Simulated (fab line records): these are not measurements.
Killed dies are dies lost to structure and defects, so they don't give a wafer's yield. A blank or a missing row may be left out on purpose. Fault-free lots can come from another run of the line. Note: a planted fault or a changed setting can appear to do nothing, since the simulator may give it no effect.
fab line records    flow n5Finfet    part 2 of 2: steps 33 to 44 of 44
record: lots: 5  wafers: 15  lastDay: 16
route steps=1938 shown STI_FIN_REVEAL@192 DUMMY_GATE@212
lots that met no fault: from a run of the same line without faults
startH: hours from the record's opening day to when the first of the lot's shown wafers began    waitH: hours elapsed since this lot's preceding step    " the same as in the row above    L1.1+2: a single row standing in for several wafers    - no value, or no start given    * or withheld: withheld    < > ~ a bound
route shown NAME@n: a module of which the file shows steps, and the number in the route of the first    usual: mean/standard deviation taken from wafers without a fault    same: alike in all rows    chamber/n: place in a boat    sites: per-site readings    _std_site: standard deviation across them    _edge_site: mean of outer sites minus mean of inner sites    radiusMm: for every site, how far away it sits from the centre of the wafer    mask NAME#n: copy n    behind: the last tool/chamber to shape the wafer    hold: reason for holding the lot/hours on hold/outcome of the hold    device: which transistor (n, p or np) failed to switch    end of line: at the end of the route, the tests of the same wafers    where a step has no rows: the recipe by itself    killed: not the wafer's yield, but the dies lost to structure and defects at the first sort    map: a wafer's dies, x killed, . not, _ none there
set.NAME: setting as actually run; set.NAME@STEP: the setting as run at that earlier step    model.NAME: the simulator's own value behind a step, which no gauge read
lots at selected steps of the route; one table per step, one row per wafer
services: when a tool's chamber went out of use (startH, in hours from the record's first day, below 0 if earlier), for how many hours, and the reason
== steps ==
step: N5_DUMMY_GATE_COAT_28
recipe: resist: underlayer  tempC: 205  timeS: 60  spinRpm: 1500  resistThkNm: 10
lot.wafer   tool           chamber  startH  waitH
L075.2+4+6  lithoTrack-02  0        -       -
L077.1+4+5  lithoTrack-05  0        -       -
L079.3+4+6  lithoTrack-02  0        -       -
L084.1+2+5  lithoTrack-03  0        -       -
L089.1+3+6  lithoTrack-03  0        -       -
step: N5_DUMMY_GATE_COAT_09
recipe: resist: CAR-EUV  spinRpm: 1500  resistThkNm: 30
lot.wafer   tool           chamber  startH  waitH
L075.2+4+6  lithoTrack-02  0        -       -
L077.1+4+5  lithoTrack-05  0        -       -
L079.3+4+6  lithoTrack-02  0        -       -
L084.1+2+5  lithoTrack-03  0        -       -
L089.1+3+6  lithoTrack-03  0        -       -
step: N5_DUMMY_GATE_EBR_11
recipe: solvent: PGMEA  ebrWidthMm: 1.5
lot.wafer   tool           chamber  startH  waitH
L075.2+4+6  lithoTrack-02  0        -       -
L077.1+4+5  lithoTrack-05  0        -       -
L079.3+4+6  lithoTrack-02  0        -       -
L084.1+2+5  lithoTrack-03  0        -       -
L089.1+3+6  lithoTrack-03  0        -       -
step: N5_DUMMY_GATE_SOFTBAKE_10
recipe: tempC: 110  timeS: 60  resist: CAR-EUV
lot.wafer   tool           chamber  startH  waitH
L075.2+4+6  lithoTrack-02  0        -       -
L077.1+4+5  lithoTrack-05  0        -       -
L079.3+4+6  lithoTrack-02  0        -       -
L084.1+2+5  lithoTrack-03  0        -       -
L089.1+3+6  lithoTrack-03  0        -       -
step: N5_DUMMY_GATE_EXPOSE_12
recipe: maskId: GATE  na: 0.33  sourceShape: annular  sigmaInner: 0.2  sigmaOuter: 0.6  polarization: unpolarized  targetCdNm: 25  doseMj: 34
lot.wafer   tool           chamber  startH  waitH  mask
L075.2+4+6  euvScanner-02  0        50.91   -      GATE#0
L077.1+4+5  euvScanner-01  0        63.76   -      GATE#0
L079.3+4+6  euvScanner-02  0        76.37   -      GATE#0
L084.1+2+5  euvScanner-02  0        104.44  -      GATE#0
L089.1+3+6  euvScanner-01  0        137.93  -      GATE#0
step: N5_DUMMY_GATE_PEB_13
recipe: pebTempC: 100  pebTimeS: 60  resist: CAR-EUV
lot.wafer   tool           chamber  startH  waitH
L075.2+4+6  lithoTrack-02  0        50.97   0.0
L077.1+4+5  lithoTrack-05  0        63.82   0.1
L079.3+4+6  lithoTrack-02  0        76.42   0.0
L084.1+2+5  lithoTrack-02  0        104.50  0.1
L089.1+3+6  lithoTrack-03  0        137.99  0.1
step: N5_DUMMY_GATE_DEVELOP_14
recipe: developTimeS: 30  developer: TMAH  resist: CAR-EUV  rinseLiquid: surfactantRinse  dry: airSpin  devTempC: 23
lot.wafer   tool           chamber  startH  waitH
L075.2+4+6  lithoTrack-02  0        -       -
L077.1+4+5  lithoTrack-05  0        -       -
L079.3+4+6  lithoTrack-02  0        -       -
L084.1+2+5  lithoTrack-02  0        -       -
L089.1+3+6  lithoTrack-03  0        -       -
step: N5_DUMMY_GATE_CD_MEAS_15
recipe: targetCdNm: 25.8  landingEnergyEv: 500  detector: seInlens
usual: cdNm: 25.01/0.21
same: landingEnergyEv: 500
lot.wafer  tool      chamber  startH  waitH  cdNm
L075.2     cdSem-02  0        51.04   -      24.70
L075.4     "         0        "       "      25.10
L075.6     "         0        "       "      25.02
L077.1     cdSem-02  0        63.88   -      24.76
L077.4     "         0        "       "      25.18
L077.5     "         0        "       "      24.78
L079.3     cdSem-02  0        76.49   -      24.52
L079.4     "         0        "       "      25.25
L079.6     "         0        "       "      24.76
L084.1     cdSem-01  0        104.56  -      25.26
L084.2     "         0        "       "      25.13
L084.5     "         0        "       "      24.82
L089.1     cdSem-03  0        138.05  -      25.49
L089.3     "         0        "       "      25.09
L089.6     "         0        "       "      25.49
step: N5_DUMMY_GATE_OVL_MEAS_16
recipe: pointsPerWafer: 522
usual: GATE_OVL: 0.7/0.58
lot.wafer  tool        chamber  startH  waitH  GATE_OVL[nm]
L075.2     overlay-01  0        51.08   0.0    1.0
L075.4     "           0        "       "      0.0
L075.6     "           0        "       "      0.3
L077.1     overlay-02  0        63.92   0.0    1.6
L077.4     "           0        "       "      0.3
L077.5     "           0        "       "      1.6
L079.3     overlay-02  0        76.53   0.0    -0.1
L079.4     "           0        "       "      0.4
L079.6     "           0        "       "      0.6
L084.1     overlay-01  0        104.60  0.0    1.4
L084.2     "           0        "       "      0.3
L084.5     "           0        "       "      -0.1
L089.1     overlay-02  0        138.09  0.0    0.9
L089.3     "           0        "       "      0.6
L089.6     "           0        "       "      1.3
step: N5_DUMMY_GATE_INSPECT_17
recipe: mode: adi  inspectInstrument: brightfield
usual: rawDefectCount: 193/60
lot.wafer  tool              chamber  startH  waitH  rawDefectCount
L075.2     defectInspect-02  -        51.13   0.0    194
L075.4     "                 -        "       "      133
L075.6     "                 -        "       "      174
L077.1     defectInspect-02  -        63.98   0.1    114
L077.4     "                 -        "       "      171
L077.5     "                 -        "       "      163
L079.3     defectInspect-01  -        76.58   0.0    176
L079.4     "                 -        "       "      149
L079.6     "                 -        "       "      180
L084.1     defectInspect-01  -        104.66  0.1    115
L084.2     "                 -        "       "      166
L084.5     "                 -        "       "      159
L089.1     defectInspect-02  -        138.15  0.1    216
L089.3     "                 -        "       "      253
L089.6     "                 -        "       "      226
step: N5_DUMMY_GATE_DESCUM_20
recipe: chemistry: O2  timeS: 6.2  sourcePowerW: 50  biasPowerW: 20  pressureMtorr: 20  rfFrequencyHz: 2.712e+07  tempC: 40  resist: CAR-EUV  o2FlowSccm: 225
usual: drypumpMotorCurrentA: 5.7/0.57  oesProductAu: 0.77/0.089  rfVppV: 243.3/1.1  showerheadPlenumPTorr: 2.11/0.064  throttleValvePct: 20.42/0.24
lot.wafer  tool        chamber  startH  waitH  drypumpMotorCurrentA  oesProductAu  rfHoursCounterH  rfVppV  showerheadPlenumPTorr  throttleValvePct
L075.2     rieDiel-06  0        51.17   0.0    6.2                   0.78          132              242.9   2.01                   20.53
L075.4     "           3        "       "      5.7                   0.84          65               244.8   2.21                   20.26
L075.6     "           1        "       "      5.1                   0.75          -                243.8   2.09                   20.42
L077.1     rieDiel-03  3        64.02   0.0    5.4                   0.73          172              243.6   2.20                   20.68
L077.4     "           2        "       "      6.6                   0.70          202              242.8   2.08                   20.63
L077.5     "           1        "       "      5.7                   0.67          -                244.7   2.15                   20.56
L079.3     rieDiel-03  0        76.64   0.1    6.5                   0.70          217              244.2   2.17                   20.34
L079.4     "           3        "       "      5.4                   0.73          175              244.2   2.20                   20.67
L079.6     "           1        "       "      5.7                   0.67          -                244.2   2.15                   20.55
L084.1     rieDiel-06  1        104.70  0.0    5.1                   0.73          193              242.9   2.09                   20.46
L084.2     "           3        "       "      5.7                   0.82          81               243.8   2.20                   20.27
L084.5     "           0        "       "      6.2                   0.77          -                243.1   2.00                   20.56
L089.1     rieDiel-06  3        138.23  0.1    5.7                   0.81          91               243.7   2.20                   20.30
L089.3     "           2        "       "      5.0                   0.94          18               243.4   2.05                   19.95
L089.6     "           2        "       "      5.0                   0.94          -                241.9   2.05                   19.93
step: N5_DUMMY_GATE_ETCH_29
recipe: chemistry: N2/H2  target: underlayer  targetDepthA: 130  ionEnergyEv: 200  pressureMtorr: 30  sourceW: 840  biasW: 150  n2FlowSccm: 200  h2FlowSccm: 200
usual: drypumpMotorCurrentA: 5.7/0.57  oesProductAu: 0.77/0.088  rfVppV: 524.5/2.3  showerheadPlenumPTorr: 2.56/0.079  throttleValvePct: 17.85/0.2
lot.wafer  tool        chamber  startH  waitH  drypumpMotorCurrentA  oesProductAu  rfHoursCounterH  rfVppV  showerheadPlenumPTorr  throttleValvePct
L075.2     rieDiel-06  0        51.23   0.0    6.3                   0.79          132              521.2   2.43                   17.92
L075.4     "           3        "       "      5.7                   0.86          65               528.0   2.68                   17.65
L075.6     "           1        "       "      5.1                   0.75          -                524.0   2.52                   17.70
L077.1     rieDiel-03  3        64.08   0.0    5.4                   0.73          172              526.9   2.64                   18.03
L077.4     "           2        "       "      6.6                   0.71          202              522.4   2.51                   17.90
L077.5     "           1        "       "      5.7                   0.66          -                526.5   2.61                   18.06
L079.3     rieDiel-03  0        76.70   0.0    6.5                   0.68          217              524.9   2.63                   17.95
L079.4     "           3        "       "      5.4                   0.73          175              525.7   2.64                   18.04
L079.6     "           1        "       "      5.7                   0.66          -                526.3   2.61                   18.07
L084.1     rieDiel-06  1        104.76  0.0    5.1                   0.73          193              523.4   2.51                   17.72
L084.2     "           3        "       "      5.7                   0.83          81               527.0   2.67                   17.69
L084.5     "           0        "       "      6.3                   0.76          -                522.0   2.42                   17.95
L089.1     rieDiel-06  3        138.29  0.0    5.7                   0.82          91               527.5   2.66                   17.68
L089.3     "           2        "       "      5.0                   0.91          18               523.3   2.50                   17.43
L089.6     "           2        "       "      5.0                   0.93          -                522.8   2.50                   17.45
== services ==
tool             chamber  startH  hours  kind
rieDiel-03       2        20.37   3.0    repair
euvScanner-01    -        23.25   1.0    pm
euvScanner-02    -        24.78   5.8    pm
euvScanner-02    -        33.52   1.0    pm
plasmaAsher-02   -        48.95   15.6   pm
pecvd-04         0        52.63   6.8    repair
euvScanner-01    -        54.52   0.8    repair
cmp-03           -        63.78   3.1    repair
euvScanner-01    -        67.77   4.6    pm
cmp-03           -        78.46   2.4    repair
cmp-03           -        84.40   12.4   pm
rieDiel-06       3        84.92   1.6    repair
euvScanner-02    -        89.67   1.0    pm
lpcvd-01         -        89.81   2.8    pm
cmp-03           -        98.44   2.0    repair
aldSin-04        -        112.99  6.1    pm
cmp-03           -        113.38  2.4    repair
rieDiel-03       -        116.21  0.6    repair
rieDiel-03       -        123.78  2.8    pm
lpcvd-01         -        126.92  0.3    repair
lpcvd-02         -        128.27  6.0    pm
pecvd-04         -        131.68  1.8    repair
vaporEtch-01     -        134.84  0.3    repair
remotePlasma-02  -        136.18  0.7    repair
